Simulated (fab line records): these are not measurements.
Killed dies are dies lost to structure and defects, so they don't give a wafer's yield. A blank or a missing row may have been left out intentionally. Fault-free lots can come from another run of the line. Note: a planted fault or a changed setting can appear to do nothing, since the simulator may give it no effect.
Matching of chambers	flow nand-harc	NHARC_A_CHANNEL_FILL_D2_ALD_16 on ald-hk-01 has 4 sister chambers
The step deposits SiO2, target thk 1.5 nm, pulse time 10 s, ald cycles 15. 14 wafers are shown with their chamber, then 7 later ones without.

== WAFERS, EACH WITH ITS CHAMBER ==
wafer	chamber	heater-power-w (W)	precursor-pulse-height-rel
L899.2	2	509	1.027
L899.5	2	517	0.986
L899.6	1	428	0.973
L906.1	1	431	1.028
L906.3	2	519	1.025
L906.5	0	432	1.014
L911.3	3	482	1.018
L911.4	2	503	1.010
L911.5	3	466	0.995
L913.1	0	425	0.999
L913.4	1	419	0.974
L913.5	1	431	0.999
L916.1	1	419	1.004
L916.4	2	466	1.020

SIGNATURES (means of the wafers above)
reading	chamber 0	chamber 1	chamber 2	chamber 3	scatter within a chamber
heater-power-w	428.50	425.60	502.80	474.00	14.7
precursor-pulse-height-rel	1.00650	0.99560	1.01360	1.00650	0.019
Rule: a wafer's distance from a chamber is the root of the sum, over the readings, of the square of ((its reading less the chamber's mean) divided by the reading's scatter). The wafer belongs to the nearest chamber; if the next one is less than 2 further off, it can't be placed. The scatter is the square root of a quotient: the sum, over the shown wafers, of each reading's squared deviation from its chamber's mean, divided by wafers minus chambers.

== WAFERS WITH NO CHAMBER GIVEN ==
wafer	heater-power-w (W)	precursor-pulse-height-rel
L916.5	470	1.014
L917.1	414	0.974
L917.2	477	1.009
L917.4	415	0.996
L919.1	408	1.015
L919.5	383	0.993
L919.6	419	1.019

== EACH ONE'S CHAMBER ==
wafer	from the rows above	in truth
L916.5	can't be placed: 3 or 2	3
L917.1	can't be placed: 1 or 0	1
L917.2	can't be placed: 3 or 2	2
L917.4	can't be placed: 1 or 0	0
L919.1	can't be placed: 0 or 1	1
L919.5	can't be placed: 1 or 0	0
L919.6	can't be placed: 0 or 1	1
Correct placement for 0 of the 7. From these rows, 7 cannot be placed; in 7 the true chamber is one of the candidates. Placed wrongly: 0.
